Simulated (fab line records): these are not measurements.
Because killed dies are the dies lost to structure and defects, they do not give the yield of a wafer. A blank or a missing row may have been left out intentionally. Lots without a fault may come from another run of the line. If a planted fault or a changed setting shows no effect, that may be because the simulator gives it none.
Which of the tools did it? -- flow n5_finfet -- Sampling: 24 lots, 72 wafers, 6 of 1938 route steps

## WHAT THE GAUGES SHOWED, per wafer
The record lacks any reading of a measuring or inspecting step that a usual standard deviation could be used to judge.

## EACH LOT AND THE TOOL THAT RAN IT (in order: tool; ch and the chambers of the sampled wafers; start)
lot,N5_BEOL_M2_STRIP_66,N5_BEOL_M2_HM_OPEN_17,N5_BEOL_M2_STRIP_36,N5_BEOL_M2_SPUTTER_48,N5_BEOL_M2_ANNEAL_49,N5_BEOL_M2_ANNEAL_80
L074,"rie_diel-04 ch 0,2,3, day 6 16:17","rie_metal-01 ch 0,1, day 6 16:24","rie_diel-05 ch 1,3, day 7 00:02","pvd_sputter-01, day 7 01:16","pvd_sputter-01, day 7 01:20","pvd_sputter-01, day 7 01:34"
L076,"rie_diel-05 ch 1,2, day 6 17:37","rie_metal-01 ch 0,1, day 6 17:39","rie_diel-04 ch 0,1,2, day 7 03:07","pvd_sputter-01, day 7 04:29","pvd_sputter-01, day 7 04:34","pvd_sputter-01, day 7 04:47"
L075,"rie_diel-04 ch 0,2,3, day 7 00:45","rie_metal-03 ch 0,1, day 7 00:48","rie_diel-06 ch 0,2,3, day 7 03:44","pvd_sputter-02, day 7 06:17","pvd_sputter-02, day 7 06:22","pvd_sputter-02, day 7 06:35"
L077,"rie_diel-04 ch 0,1,2, day 7 08:38","rie_metal-01 ch 0,1, day 7 08:41","rie_diel-04 ch 0,1,2, day 7 11:52","pvd_sputter-02, day 7 13:18","pvd_sputter-02, day 7 13:23","pvd_sputter-02, day 7 13:36"
L078,"rie_diel-06 ch 0,2,3, day 7 08:53","rie_metal-03 ch 0,1, day 7 08:56","rie_diel-06 ch 1,2, day 7 12:15","pvd_sputter-03, day 7 13:36","pvd_sputter-03, day 7 13:41","pvd_sputter-03, day 7 13:54"
L079,"rie_diel-05 ch 0,1,2, day 7 23:33","rie_metal-01 ch 0,1, day 7 23:37","rie_diel-04 ch 0,2,3, day 8 06:33","pvd_sputter-01, day 8 08:19","pvd_sputter-01, day 8 08:24","pvd_sputter-01, day 8 08:37"
L080,"rie_diel-06 ch 0,3, day 8 08:59","rie_metal-02 ch 0,1, day 8 09:04","rie_diel-06 ch 0,1, day 8 15:40","pvd_sputter-01, day 8 17:46","pvd_sputter-01, day 8 17:50","pvd_sputter-01, day 8 18:04"
L081,"rie_diel-05 ch 0,1,3, day 8 11:49","rie_metal-03 ch 0, day 8 11:52","rie_diel-04 ch 0,3, day 8 17:55","pvd_sputter-02, day 8 19:11","pvd_sputter-02, day 8 19:16","pvd_sputter-02, day 8 19:29"
L082,"rie_diel-06 ch 2,3, day 8 12:29","rie_metal-02 ch 0,1, day 8 12:32","rie_diel-05 ch 0,2,3, day 8 17:57","pvd_sputter-01, day 8 19:36","pvd_sputter-01, day 8 19:41","pvd_sputter-01, day 8 19:54"
L083,"rie_diel-04 ch 2,3, day 8 17:08","rie_metal-02 ch 0,1, day 8 17:13","rie_diel-04 ch 0,2,3, day 9 08:10","pvd_sputter-01, day 9 09:24","pvd_sputter-01, day 9 09:29","pvd_sputter-01, day 9 09:42"
L085,"rie_diel-05 ch 1,3, day 9 06:31","rie_metal-02 ch 0,1, day 9 06:35","rie_diel-06 ch 0,2,3, day 9 08:40","pvd_sputter-01, day 9 11:14","pvd_sputter-01, day 9 11:19","pvd_sputter-01, day 9 11:32"
L084,"rie_diel-06 ch 0,2,3, day 9 09:20","rie_metal-01 ch 0,1, day 9 09:22","rie_diel-06 ch 0,3, day 9 11:11","pvd_sputter-02, day 9 12:43","pvd_sputter-02, day 9 12:48","pvd_sputter-02, day 9 13:01"
L087,"rie_diel-04 ch 0,1,3, day 10 14:11","rie_metal-03 ch 0,1, day 10 14:13","rie_diel-04 ch 0,1,3, day 10 15:18","pvd_sputter-03, day 10 16:14","pvd_sputter-03, day 10 16:19","pvd_sputter-03, day 10 16:32"
L086,"rie_diel-05 ch 0,3, day 10 18:49","rie_metal-02 ch 0, day 10 18:55","rie_diel-05 ch 1,2,3, day 10 20:29","pvd_sputter-03, day 10 21:41","pvd_sputter-03, day 10 21:46","pvd_sputter-03, day 10 21:59"
L089,"rie_diel-04 ch 0,1,3, day 10 21:37","rie_metal-03 ch 0,1, day 10 21:40","rie_diel-05 ch 0,1,2, day 10 23:01","pvd_sputter-02, day 11 00:10","pvd_sputter-02, day 11 00:14","pvd_sputter-02, day 11 00:28"
L088,"rie_diel-05 ch 0,2, day 11 00:10","rie_metal-01 ch 0,1, day 11 00:13","rie_diel-04 ch 1,3, day 11 03:41","pvd_sputter-01, day 11 05:34","pvd_sputter-01, day 11 05:39","pvd_sputter-01, day 11 05:52"
L090,"rie_diel-05 ch 0,2, day 11 00:46","rie_metal-03 ch 0,1, day 11 00:50","rie_diel-06 ch 1,2,3, day 11 07:23","pvd_sputter-02, day 11 08:51","pvd_sputter-02, day 11 08:56","pvd_sputter-02, day 11 09:09"
L093,"rie_diel-06 ch 0,3, day 11 20:55","rie_metal-01 ch 0,1, day 11 20:58","rie_diel-04 ch 0,1, day 12 08:54","pvd_sputter-02, day 12 10:29","pvd_sputter-02, day 12 10:34","pvd_sputter-02, day 12 10:47"
L091,"rie_diel-04 ch 0,1,3, day 12 02:06","rie_metal-03 ch 0,1, day 12 02:08","rie_diel-06 ch 0,3, day 12 09:08","pvd_sputter-03, day 12 10:36","pvd_sputter-03, day 12 10:41","pvd_sputter-03, day 12 10:54"
L094,"rie_diel-06 ch 1,2,3, day 12 02:32","rie_metal-02 ch 0, day 12 02:37","rie_diel-04 ch 0,1,2, day 12 07:05","pvd_sputter-02, day 12 08:38","pvd_sputter-02, day 12 08:43","pvd_sputter-02, day 12 08:56"
L095,"rie_diel-05 ch 1,2,3, day 12 04:57","rie_metal-02 ch 0, day 12 05:01","rie_diel-04 ch 0,1,2, day 12 09:30","pvd_sputter-03, day 12 12:29","pvd_sputter-03, day 12 12:34","pvd_sputter-03, day 12 12:47"
L092,"rie_diel-05 ch 0,1,3, day 12 05:39","rie_metal-02 ch 0, day 12 05:47","rie_diel-05 ch 0,3, day 12 09:37","pvd_sputter-03, day 12 14:22","pvd_sputter-03, day 12 14:26","pvd_sputter-03, day 12 14:40"
L096,"rie_diel-06 ch 0,1,2, day 12 07:25","rie_metal-02 ch 0, day 12 07:27","rie_diel-06 ch 0,1,2, day 12 09:37","pvd_sputter-02, day 12 15:27","pvd_sputter-02, day 12 15:32","pvd_sputter-02, day 12 15:45"
L097,"rie_diel-05 ch 0,2,3, day 13 02:37","rie_metal-03 ch 0,1, day 13 02:40","rie_diel-06 ch 1,2,3, day 13 09:14","pvd_sputter-03, day 13 10:17","pvd_sputter-03, day 13 10:22","pvd_sputter-03, day 13 10:35"
- N5_BEOL_M2_STRIP_66: strips in CF4.
- N5_BEOL_M2_HM_OPEN_17: chemistry Cl2/BCl3, target TiN, target depth 20 nm, overetch 6 nm.
- N5_BEOL_M2_STRIP_36: strips in N2/H2.
- N5_BEOL_M2_SPUTTER_48: material Cu, target thk 4.5 nm, time 8.29 s.
- N5_BEOL_M2_ANNEAL_49: time 240 s.
- N5_BEOL_M2_ANNEAL_80: time 240 s.

## WHAT THE TOOLS THEMSELVES READ (means of the sampled wafers that have a number; where no wafer has one, the mark that the record gives instead)
N5_BEOL_M2_STRIP_66. Usual: cf4_flow_sccm 150.0 sccm, standard deviation 0.43; drypump_motor_current_A 5.6 A, standard deviation 0.49; oes_product_au 0.79 a.u., standard deviation 0.083; rf_vpp_V 271.6 V, standard deviation 1.7; showerhead_plenum_p_Torr 1.82 Torr, standard deviation 0.066; throttle_valve_pct 13.57 %, standard deviation 0.22.
lot,tool,cf4_flow_sccm (sccm),drypump_motor_current_A (A),oes_product_au (a.u.),rf_vpp_V (V),showerhead_plenum_p_Torr (Torr),throttle_valve_pct (%),flag
L074,rie_diel-04,150.1,5.4,0.80,271.8,1.79,13.54,
L076,rie_diel-05,149.8,5.2,0.87,273.3,1.89,13.43,
L075,rie_diel-04,149.9,5.4,0.80,271.5,1.79,13.55,
L077,rie_diel-04,150.1,5.5,0.79,271.7,1.82,13.41,
L078,rie_diel-06,150.4,5.5,0.79,272.0,1.86,13.55,
L079,rie_diel-05,149.8,5.6,0.79,272.1,1.82,13.56,
L080,rie_diel-06,149.9,5.9,0.82,272.6,1.89,13.62,
L081,rie_diel-05,149.7,5.8,0.70,270.9,1.79,13.85,
L082,rie_diel-06,150.3,5.6,0.74,271.6,1.84,13.60,
L083,rie_diel-04,150.0,5.8,0.77,271.5,1.75,13.74,
L085,rie_diel-05,149.8,5.4,0.78,272.1,1.84,13.82,
L084,rie_diel-06,149.6,5.6,0.78,271.3,1.86,13.59,
L087,rie_diel-04,150.0,5.4,0.75,271.2,1.80,13.56,
L086,rie_diel-05,150.5,6.1,0.71,271.2,1.75,13.77,
L089,rie_diel-04,149.9,5.5,0.75,271.3,1.80,13.57,
L088,rie_diel-05,150.0,6.0,0.78,271.5,1.77,13.49,
L090,rie_diel-05,149.6,6.0,0.78,270.7,1.77,13.48,
L093,rie_diel-06,149.8,5.9,0.81,272.7,1.89,13.69,
L091,rie_diel-04,150.2,5.5,0.74,271.2,1.79,13.60,
L094,rie_diel-06,150.3,5.6,0.81,271.1,1.79,13.49,
L095,rie_diel-05,150.1,5.3,0.89,272.6,1.85,13.41,
L092,rie_diel-05,149.9,5.7,0.84,271.5,1.79,13.55,
L096,rie_diel-06,149.8,5.5,0.84,270.3,1.81,13.47,
L097,rie_diel-05,150.1,5.7,0.83,271.0,1.81,13.48,

N5_BEOL_M2_HM_OPEN_17. Usual: drypump_motor_current_A 5.4 A, standard deviation 0.33; oes_product_au 0.67 a.u., standard deviation 0.078; throttle_valve_pct 22.25 %, standard deviation 0.26.
lot,tool,drypump_motor_current_A (A),oes_product_au (a.u.),throttle_valve_pct (%),flag
L074,rie_metal-01,5.4,0.67,22.36,
L076,rie_metal-01,5.7,0.63,22.55,
L075,rie_metal-03,5.5,0.70,22.30,
L077,rie_metal-01,5.4,0.66,22.36,
L078,rie_metal-03,5.3,0.65,22.26,
L079,rie_metal-01,5.7,0.62,22.55,
L080,rie_metal-02,5.1,0.62,22.26,
L081,rie_metal-03,5.1,0.60,22.23,
L082,rie_metal-02,5.2,0.71,22.09,
L083,rie_metal-02,5.2,0.62,22.26,
L085,rie_metal-02,5.1,0.62,22.26,
L084,rie_metal-01,5.7,0.61,22.58,
L087,rie_metal-03,5.3,0.63,22.27,
L086,rie_metal-02,5.2,0.76,21.93,
L089,rie_metal-03,5.5,0.67,22.33,
L088,rie_metal-01,5.4,0.65,22.39,
L090,rie_metal-03,5.3,0.63,22.27,
L093,rie_metal-01,5.4,0.64,22.39,
L091,rie_metal-03,5.3,0.63,22.26,
L094,rie_metal-02,5.2,0.74,21.95,
L095,rie_metal-02,5.2,0.74,21.95,
L092,rie_metal-02,5.2,0.74,21.95,
L096,rie_metal-02,5.2,0.73,21.94,
L097,rie_metal-03,5.3,0.62,22.29,

N5_BEOL_M2_STRIP_36. Usual: drypump_motor_current_A 5.6 A, standard deviation 0.47; oes_product_au 0.79 a.u., standard deviation 0.084; rf_vpp_V 59.2 V, standard deviation 1.3; showerhead_plenum_p_Torr 2.57 Torr, standard deviation 0.093; throttle_valve_pct 23.56 %, standard deviation 0.28.
lot,tool,drypump_motor_current_A (A),oes_product_au (a.u.),rf_vpp_V (V),showerhead_plenum_p_Torr (Torr),throttle_valve_pct (%),flag
L074,rie_diel-05,5.4,0.70,60.0,2.60,23.64,
L076,rie_diel-04,5.5,0.79,58.3,2.59,23.64,
L075,rie_diel-06,5.6,0.80,60.7,2.63,23.58,
L077,rie_diel-04,5.5,0.80,60.8,2.59,23.68,
L078,rie_diel-06,5.2,0.71,58.9,2.48,23.41,
L079,rie_diel-04,5.4,0.81,58.9,2.52,23.71,
L080,rie_diel-06,5.8,0.88,58.7,2.62,23.76,
L081,rie_diel-04,5.1,0.80,60.1,2.51,23.56,
L082,rie_diel-05,5.7,0.80,57.5,2.57,23.30,
L083,rie_diel-04,5.5,0.79,59.8,2.52,23.70,
L085,rie_diel-06,5.6,0.78,58.7,2.63,23.60,
L084,rie_diel-06,6.0,0.82,59.1,2.68,23.72,
L087,rie_diel-04,5.5,0.76,59.2,2.53,23.53,
L086,rie_diel-05,5.3,0.85,57.6,2.61,23.31,
L089,rie_diel-05,5.6,0.86,58.0,2.56,23.24,
L088,rie_diel-04,5.9,0.72,58.8,2.55,23.52,
L090,rie_diel-06,5.6,0.83,58.1,2.53,23.46,
L093,rie_diel-04,5.2,0.76,60.0,2.56,23.57,
L091,rie_diel-06,5.9,0.84,59.6,2.68,23.80,
L094,rie_diel-04,5.5,0.75,59.6,2.57,23.72,
L095,rie_diel-04,5.5,0.75,58.0,2.57,23.73,
L092,rie_diel-05,6.2,0.79,59.4,2.47,23.41,
L096,rie_diel-06,5.5,0.85,60.1,2.54,23.54,
L097,rie_diel-06,5.6,0.81,58.2,2.52,23.48,

N5_BEOL_M2_SPUTTER_48. Usual: throttle_valve_pct at 30.3 %, with a standard deviation of 1.2.
lot,tool,throttle_valve_pct (%),flag
L074,pvd_sputter-01,30.4,
L076,pvd_sputter-01,30.7,
L075,pvd_sputter-02,29.2,
L077,pvd_sputter-02,28.9,
L078,pvd_sputter-03,30.7,
L079,pvd_sputter-01,31.3,
L080,pvd_sputter-01,30.8,
L081,pvd_sputter-02,29.0,
L082,pvd_sputter-01,31.1,
L083,pvd_sputter-01,31.2,
L085,pvd_sputter-01,30.8,
L084,pvd_sputter-02,29.2,
L087,pvd_sputter-03,31.1,
L086,pvd_sputter-03,30.9,
L089,pvd_sputter-02,29.0,
L088,pvd_sputter-01,30.7,
L090,pvd_sputter-02,29.0,
L093,pvd_sputter-02,29.2,
L091,pvd_sputter-03,30.7,
L094,pvd_sputter-02,29.0,
L095,pvd_sputter-03,31.5,
L092,pvd_sputter-03,30.6,
L096,pvd_sputter-02,29.5,
L097,pvd_sputter-03,30.9,

N5_BEOL_M2_ANNEAL_49. Usual: heater_power_w 833 W, standard deviation 75; susceptor_temp_C_max 401.1, standard deviation 0.34.
lot,tool,heater_power_w (W),susceptor_temp_C_max,flag
L074,pvd_sputter-01,902,400.6,
L076,pvd_sputter-01,891,400.7,
L075,pvd_sputter-02,843,401.4,
L077,pvd_sputter-02,815,401.3,
L078,pvd_sputter-03,798,401.0,
L079,pvd_sputter-01,836,401.0,
L080,pvd_sputter-01,810,400.9,
L081,pvd_sputter-02,836,400.8,
L082,pvd_sputter-01,817,400.9,
L083,pvd_sputter-01,816,400.9,
L085,pvd_sputter-01,816,401.3,
L084,pvd_sputter-02,844,401.3,
L087,pvd_sputter-03,844,400.8,
L086,pvd_sputter-03,849,400.8,
L089,pvd_sputter-02,850,401.3,
L088,pvd_sputter-01,816,400.7,
L090,pvd_sputter-02,831,401.0,
L093,pvd_sputter-02,806,401.0,
L091,pvd_sputter-03,744,401.1,
L094,pvd_sputter-02,796,401.2,
L095,pvd_sputter-03,843,401.4,
L092,pvd_sputter-03,807,400.8,
L096,pvd_sputter-02,885,401.3,
L097,pvd_sputter-03,847,400.9,

N5_BEOL_M2_ANNEAL_80. Usual: heater_power_w 833 W, standard deviation 76; susceptor_temp_C_max 401.0, standard deviation 0.35.
lot,tool,heater_power_w (W),susceptor_temp_C_max,flag
L074,pvd_sputter-01,894,401.2,
L076,pvd_sputter-01,885,400.9,
L075,pvd_sputter-02,852,401.3,
L077,pvd_sputter-02,814,401.1,
L078,pvd_sputter-03,806,400.8,
L079,pvd_sputter-01,824,401.2,
L080,pvd_sputter-01,812,401.0,
L081,pvd_sputter-02,841,401.0,
L082,pvd_sputter-01,808,401.0,
L083,pvd_sputter-01,820,401.0,
L085,pvd_sputter-01,810,400.9,
L084,pvd_sputter-02,829,401.1,
L087,pvd_sputter-03,849,400.9,
L086,pvd_sputter-03,847,400.9,
L089,pvd_sputter-02,844,401.4,
L088,pvd_sputter-01,813,400.9,
L090,pvd_sputter-02,852,401.1,
L093,pvd_sputter-02,800,400.8,
L091,pvd_sputter-03,741,401.0,
L094,pvd_sputter-02,804,401.0,
L095,pvd_sputter-03,838,401.1,
L092,pvd_sputter-03,802,400.7,
L096,pvd_sputter-02,870,401.2,
L097,pvd_sputter-03,849,400.8,

## THE ANSWER, worked out from the rows above alone
Rule: a lot is off if the mean of its wafers that have a number lies more than 3 standard deviations from the usual mean. Also off: a lot with no number at a reading for which 4 or more lots have one. Where the step has rows for the other lots, those lots are counted as sound. First the gauges in route order, then the tools' own readings, where a lot's mean is used as printed above. The first step at which some lot is off is used, and at that step the reading that is off furthest; a lot without a number counts as furthest.
No lot is off on any of the readings shown, so nothing can be concluded from this.

## WHAT HAD BEEN PUT IN BY THE SIMULATOR
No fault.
